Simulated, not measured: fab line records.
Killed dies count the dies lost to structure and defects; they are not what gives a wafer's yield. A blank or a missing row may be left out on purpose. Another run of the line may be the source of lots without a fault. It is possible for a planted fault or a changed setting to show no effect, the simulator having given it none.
Which of the tools did it?	flow n5 finfet	21 lots with 63 wafers sampled at 6 steps, on a route of 1938 steps

WHAT EACH GAUGE READ, for each wafer
N5_SD_EPI_P_OVL_MEAS_10.
lot	measured	on	SD_P_BLK_OVL (nm)
L074	day 3 08:00	overlay-02	-0.7 0.6 0.2
L075	day 3 13:37	overlay-01	-0.3 -0.6 -0.7
L076	day 8 03:02	overlay-01	0.0 -0.5 0.6
L077	day 4 00:43	overlay-02	0.9 -0.1 0.5
L078	day 4 05:53	overlay-01	0.8 -0.6 0.1
L079	day 4 10:39	overlay-02	0.0 0.0 -0.4
L080	day 4 17:53	overlay-01	-0.8 -0.2 0.0
L081	day 5 01:22	overlay-01	0.6 -0.5 0.5
L082	day 5 09:38	overlay-01	0.6 1.1 0.5
L083	day 5 12:56	overlay-02	-1.1 -0.6 -1.0
L084	day 5 19:46	overlay-02	0.5 0.3 0.3
L087	day 6 10:58	overlay-02	-0.4 -0.8 0.2
L088	day 6 14:59	overlay-01	0.4 -0.7 -0.1
L089	day 6 22:28	overlay-01	-0.4 -1.1 -1.1
L090	day 7 06:58	overlay-01	-0.2 -0.9 -1.4
L091	day 7 09:59	overlay-01	0.4 -0.3 -0.5
L092	day 7 17:37	overlay-01	-0.3 0.2 -0.4
L093	day 8 03:32	overlay-02	-0.1 -0.1 -0.2
L094	day 8 12:34	overlay-02	0.6 1.1 -0.6
L097	day 9 00:13	overlay-01	0.4 0.4 0.4
L096	day 9 01:36	overlay-01	0.2 1.8 1.0

N5_SDB_INSPECT_36: inspects for defects (darkfield).
lot	measured	on	raw defect count
L074	day 4 00:26	defect inspect-01	46 124 37
L075	day 4 05:38	defect inspect-01	22 32 23
L076	day 8 20:10	defect inspect-01	43 31 22
L077	day 4 15:57	defect inspect-01	33 20 26
L078	day 4 22:11	defect inspect-01	52 88 58
L079	day 5 02:25	defect inspect-02	51 18 38
L080	day 5 09:59	defect inspect-02	40 53 24
L081	day 5 16:44	defect inspect-02	31 25 43
L082	day 6 01:14	defect inspect-01	52 35 43
L083	day 6 05:32	defect inspect-01	24 34 15
L084	day 6 11:43	defect inspect-02	44 28 21
L087	day 7 02:28	defect inspect-02	26 34 52
L088	day 7 08:05	defect inspect-02	35 48 48
L089	day 7 14:25	defect inspect-01	37 54 40
L090	day 7 22:40	defect inspect-02	33 38 21
L091	day 8 02:40	defect inspect-01	46 32 34
L092	day 8 08:55	defect inspect-01	26 31 19
L093	day 8 19:46	defect inspect-01	67 27 46
L094	day 9 04:46	defect inspect-02	43 32 22
L097	day 9 16:10	defect inspect-01	50 27 39
L096	day 9 17:30	defect inspect-01	55 33 52

WHAT TOOL EACH LOT RAN ON (gives the tool, then ch and the chambers of the sampled wafers, and finally the start)
lot	N5_DUMMY_GATE_ETCH_23	N5_SPACER0_ALD_08	N5_SD_EPI_N_ETCH_16	N5_SD_EPI_P_SD_RECESS_17
L074	rie si-06 ch 0,3, day 3 00:43	ald sin-03 ch 0,3, day 3 01:37	rie diel-06 ch 1,3, day 3 03:16	rie si-01 ch 1,2,3, day 3 08:45
L075	rie si-04 ch 1,2, day 3 06:54	ald sin-01 ch 0,2, day 3 07:59	rie diel-06 ch 1,2, day 3 09:08	rie si-06 ch 0,1,2, day 3 14:22
L076	rie si-06 ch 0,1,2, day 3 12:24	ald sin-03 ch 2,3, day 3 13:18	rie diel-06 ch 0,1,3, day 3 14:43	rie si-01 ch 1,2, day 8 03:49
L077	rie si-01 ch 0,2,3, day 3 17:31	ald sin-01 ch 0,2,3, day 3 18:25	rie diel-03 ch 0,1,2, day 3 19:47	rie si-04 ch 0,2,3, day 4 01:27
L078	rie si-04 ch 1,2,3, day 3 23:40	ald sin-01 ch 0,1,3, day 4 01:00	rie diel-03 ch 1,2,3, day 4 02:16	rie si-01 ch 0,1,2, day 4 06:38
L079	rie si-01 ch 1,2,3, day 4 04:14	ald sin-01 ch 0,2, day 4 05:08	rie diel-03 ch 0,2, day 4 06:16	rie si-04 ch 0,1,2, day 4 11:23
L080	rie si-01 ch 0,1,2, day 4 11:24	ald sin-02 ch 0,2,3, day 4 12:31	rie diel-01 ch 1,2,3, day 4 13:47	rie si-01 ch 1,2,3, day 4 18:38
L081	rie si-06 ch 0,2,3, day 4 19:13	ald sin-03 ch 1,2,3, day 4 20:19	rie diel-01 ch 0,1,3, day 4 21:34	rie si-04 ch 0,2,3, day 5 02:07
L082	rie si-04 ch 0,2,3, day 5 03:19	ald sin-01 ch 2,3, day 5 04:20	rie diel-06 ch 1,3, day 5 05:40	rie si-01 ch 0,1,2, day 5 10:22
L083	rie si-01 ch 2,3, day 5 07:04	ald sin-02 ch 1,2,3, day 5 08:01	rie diel-03 ch 0,2,3, day 5 09:17	rie si-06 ch 0,1,3, day 5 13:52
L084	rie si-01 ch 0,1,3, day 5 13:33	ald sin-01 ch 0,3, day 5 14:28	rie diel-06 ch 0,2, day 5 15:43	rie si-01 ch 1,2, day 5 20:31
L087	rie si-01 ch 0,2, day 6 03:43	ald sin-03 ch 0,1, day 6 05:39	rie diel-01 ch 0,1,2, day 6 07:08	rie si-01 ch 0,3, day 6 11:43
L088	rie si-06 ch 2,3, day 6 09:07	ald sin-02 ch 0,1, day 6 10:01	rie diel-06 ch 0,1,2, day 6 11:20	rie si-04 ch 2,3, day 6 15:44
L089	rie si-01 ch 0,2,3, day 6 16:23	ald sin-01 ch 1,2,3, day 6 17:22	rie diel-01 ch 1,2, day 6 18:41	rie si-01 ch 0,1,3, day 6 23:13
L090	rie si-06 ch 1,2,3, day 6 23:58	ald sin-03 ch 0,3, day 7 00:56	rie diel-03 ch 0,1,3, day 7 02:12	rie si-06 ch 0,3, day 7 07:55
L091	rie si-04 ch 0,1,3, day 7 03:34	ald sin-01 ch 1,2,3, day 7 04:56	rie diel-03 ch 0,2,3, day 7 06:12	rie si-04 ch 0,1,3, day 7 10:43
L092	rie si-01 ch 0,3, day 7 11:34	ald sin-02 ch 0,1,3, day 7 12:32	rie diel-06 ch 0,2,3, day 7 13:52	rie si-01 ch 1,2, day 7 18:23
L093	rie si-04 ch 0,2,3, day 7 19:27	ald sin-01 ch 1,2, day 7 22:12	rie diel-03 ch 2,3, day 7 23:28	rie si-06 ch 0,2,3, day 8 04:17
L094	rie si-01 ch 0,2,3, day 8 05:28	ald sin-02 ch 1,2,3, day 8 06:26	rie diel-06 ch 0,1,3, day 8 07:38	rie si-04 ch 0,1,2, day 8 13:28
L097	rie si-04 ch 1,2, day 8 17:01	ald sin-02 ch 0,2,3, day 8 18:57	rie diel-03 ch 0,1,3, day 8 20:27	rie si-01 ch 2,3, day 9 00:57
L096	rie si-04 ch 0,2,3, day 8 17:52	ald sin-01 ch 0,2, day 8 19:49	rie diel-01 ch 0,2,3, day 8 21:40	rie si-06 ch 0,2,3, day 9 02:20
- N5_DUMMY_GATE_ETCH_23: etches poly-Si in HBr/Cl2/O2, target depth 41 nm, time 22.3 s.
- N5_SPACER0_ALD_08: deposits SiNx, target thk 2 nm.
- N5_SD_EPI_N_ETCH_16: etches SiO2 in CHF3/O2, target depth 5 nm.
- N5_SD_EPI_P_SD_RECESS_17: chemistry HBr/Cl2/O2, target depth 39.1 nm, bt time 3 s.

AS READ BY THE TOOLS THEMSELVES (means over the sampled wafers that have a number; for cases with no such wafer, the mark the record gives instead)
N5_DUMMY_GATE_ETCH_23.
lot	tool	HBr_flow_sccm (sccm)	O2_flow_sccm (sccm)	bias w (W)	drypump motor current A (A)	he backside leak sccm (sccm)	oes product au (a.u.)	rf fwd power W (W)	throttle valve pct (%)
L074	rie si-06	149.8	11.98	101.99	6.0	2.97	0.971	791	37.16
L075	rie si-04	149.7	12.00	102.04	5.9	2.60	1.021	794	37.40
L076	rie si-06	150.1	12.00	102.28	6.0	2.93	1.002	793	36.87
L077	rie si-01	150.3	12.01	102.03	6.0	2.69	1.011	795	36.97
L078	rie si-04	150.3	12.00	102.04	6.1	2.72	1.016	797	37.36
L079	rie si-01	150.1	11.99	102.12	6.0	2.68	1.002	795	37.17
L080	rie si-01	149.5	11.98	101.79	6.2	2.47	1.027	798	37.11
L081	rie si-06	150.2	12.03	102.18	5.9	2.83	0.992	789	37.03
L082	rie si-04	149.8	12.00	102.05	6.1	2.69	1.003	796	37.19
L083	rie si-01	149.7	12.03	102.15	5.8	2.74	0.992	795	37.01
L084	rie si-01	149.8	12.01	101.75	6.0	2.55	1.003	793	37.07
L087	rie si-01	150.4	12.01	102.29	6.2	2.53	1.034	796	36.90
L088	rie si-06	150.1	12.01	101.97	5.7	2.71	0.995	788	37.24
L089	rie si-01	149.4	11.98	101.85	6.0	2.66	1.009	796	36.96
L090	rie si-06	149.6	11.99	101.86	5.8	3.02	0.986	790	37.20
L091	rie si-04	149.9	12.02	102.00	6.3	2.73	1.004	792	37.24
L092	rie si-01	149.6	12.06	102.14	5.8	2.68	0.982	797	36.92
L093	rie si-04	150.3	12.00	102.21	6.1	2.65	1.003	794	37.18
L094	rie si-01	149.5	11.97	101.76	6.0	2.58	1.018	795	36.95
L097	rie si-04	150.2	12.01	102.09	5.7	2.61	1.019	795	37.35
L096	rie si-04	149.8	12.04	102.17	6.1	2.73	1.000	797	37.19

N5_SPACER0_ALD_08.
lot	tool	heater power w (W)
L074	ald sin-03	866
L075	ald sin-01	796
L076	ald sin-03	832
L077	ald sin-01	801
L078	ald sin-01	838
L079	ald sin-01	777
L080	ald sin-02	829
L081	ald sin-03	815
L082	ald sin-01	765
L083	ald sin-02	878
L084	ald sin-01	815
L087	ald sin-03	841
L088	ald sin-02	796
L089	ald sin-01	802
L090	ald sin-03	858
L091	ald sin-01	800
L092	ald sin-02	797
L093	ald sin-01	778
L094	ald sin-02	873
L097	ald sin-02	840
L096	ald sin-01	791

N5_SD_EPI_N_ETCH_16.
lot	tool	O2_flow_sccm (sccm)	bias w (W)	drypump motor current A (A)	oes product au (a.u.)	rf fwd power W (W)	rf vpp V (V)	showerhead plenum p Torr (Torr)	throttle valve pct (%)
L074	rie diel-06	4.998	169.3	5.3	0.75	644.6	503	2.51	19.3
L075	rie diel-06	4.997	169.7	5.6	0.79	643.2	519	2.47	19.1
L076	rie diel-06	5.002	170.4	5.5	0.78	642.7	508	2.45	19.0
L077	rie diel-03	4.993	170.2	5.8	0.75	645.4	530	2.44	19.0
L078	rie diel-03	5.016	170.1	5.7	0.77	642.1	529	2.41	18.8
L079	rie diel-03	5.010	170.0	5.6	0.72	645.1	527	2.46	19.2
L080	rie diel-01	4.996	169.8	5.6	0.81	644.4	528	2.46	18.9
L081	rie diel-01	4.995	170.4	5.6	0.87	645.3	525	2.48	18.7
L082	rie diel-06	5.012	170.3	5.4	0.73	643.5	508	2.49	19.2
L083	rie diel-03	5.003	170.1	5.6	0.73	645.8	524	2.44	19.1
L084	rie diel-06	5.007	170.0	5.8	0.86	642.5	519	2.37	18.7
L087	rie diel-01	5.006	170.4	5.6	0.78	644.0	528	2.51	18.9
L088	rie diel-06	5.003	170.6	5.7	0.80	645.3	520	2.42	18.9
L089	rie diel-01	5.011	170.4	5.6	0.71	645.3	530	2.49	19.2
L090	rie diel-03	4.998	170.0	5.4	0.74	646.2	528	2.44	19.0
L091	rie diel-03	5.004	169.6	5.5	0.71	644.2	524	2.43	19.1
L092	rie diel-06	5.021	170.0	5.5	0.79	643.9	514	2.43	19.0
L093	rie diel-03	5.007	170.2	5.9	0.72	645.2	524	2.39	18.9
L094	rie diel-06	5.000	170.0	5.6	0.75	644.5	507	2.43	19.1
L097	rie diel-03	4.991	169.9	5.4	0.73	643.2	528	2.44	19.0
L096	rie diel-01	4.995	169.9	5.6	0.79	647.1	527	2.46	18.8

N5_SD_EPI_P_SD_RECESS_17.
lot	tool	HBr_flow_sccm (sccm)	O2_flow_sccm (sccm)	bias w (W)	drypump motor current A (A)	he backside leak sccm (sccm)	oes product au (a.u.)	rf fwd power W (W)	throttle valve pct (%)
L074	rie si-01	149.9	12.02	112.1	6.0	2.78	1.001	792.7	37.00
L075	rie si-06	150.3	12.00	111.8	6.0	2.96	1.007	793.7	36.69
L076	rie si-01	150.2	11.95	112.1	6.3	2.48	1.016	795.4	37.14
L077	rie si-04	150.0	12.03	112.3	6.1	2.73	1.009	794.2	37.00
L078	rie si-01	150.1	11.98	112.1	6.2	2.61	1.025	797.0	36.92
L079	rie si-04	149.9	12.00	112.3	5.9	2.58	1.022	794.0	37.05
L080	rie si-01	150.0	12.01	111.6	6.1	2.55	0.996	794.9	37.00
L081	rie si-04	149.8	12.03	111.8	6.1	2.75	1.011	795.6	37.02
L082	rie si-01	150.0	12.00	112.3	6.2	2.55	1.018	797.2	36.92
L083	rie si-06	149.8	11.98	112.3	6.1	2.99	0.991	792.6	36.81
L084	rie si-01	150.1	11.95	111.9	6.3	2.50	1.013	796.9	37.14
L087	rie si-01	150.3	12.01	111.6	5.9	2.60	1.007	797.7	36.67
L088	rie si-04	149.8	12.00	112.0	6.2	2.67	1.011	793.4	37.15
L089	rie si-01	150.2	11.99	112.1	6.0	2.55	1.001	793.5	36.89
L090	rie si-06	150.1	12.01	112.0	6.0	2.98	0.982	793.9	36.99
L091	rie si-04	150.0	12.00	112.2	6.3	2.66	1.006	794.5	37.07
L092	rie si-01	150.1	11.96	112.1	6.3	2.48	1.018	795.5	37.13
L093	rie si-06	150.3	11.99	112.3	5.9	2.86	0.996	793.7	36.85
L094	rie si-04	150.3	11.99	112.6	5.9	2.68	1.024	794.5	37.05
L097	rie si-01	149.7	12.00	111.9	6.1	2.76	1.007	797.1	36.88
L096	rie si-06	149.8	11.99	112.0	5.9	2.90	0.991	793.5	36.86

THE ANSWER, worked out from the rows above alone
Rule: the usual values come from the lots themselves. Put in order of their means at a reading, lots are off if they are a third of the lots or fewer, leave a main group of 4 or more, and stand apart from it by a gap of 3 or more times the standard deviation of the main group's means; of several such gaps the widest counts. Not used: any main group whose means are identical at the precision the tables above print for the reading. Also off: a lot with no number at a reading for which 4 or more lots have one. Any other lot the step has rows for is counted as sound. First the gauges in route order, then the tools' own readings, where a lot's mean is used as printed above. The first step at which some lot is off is used, and at that step the reading that is off furthest; a lot without a number counts as furthest.
None of the lots is off at any reading shown; this tells nothing.

WHAT THE SIMULATOR PUT IN
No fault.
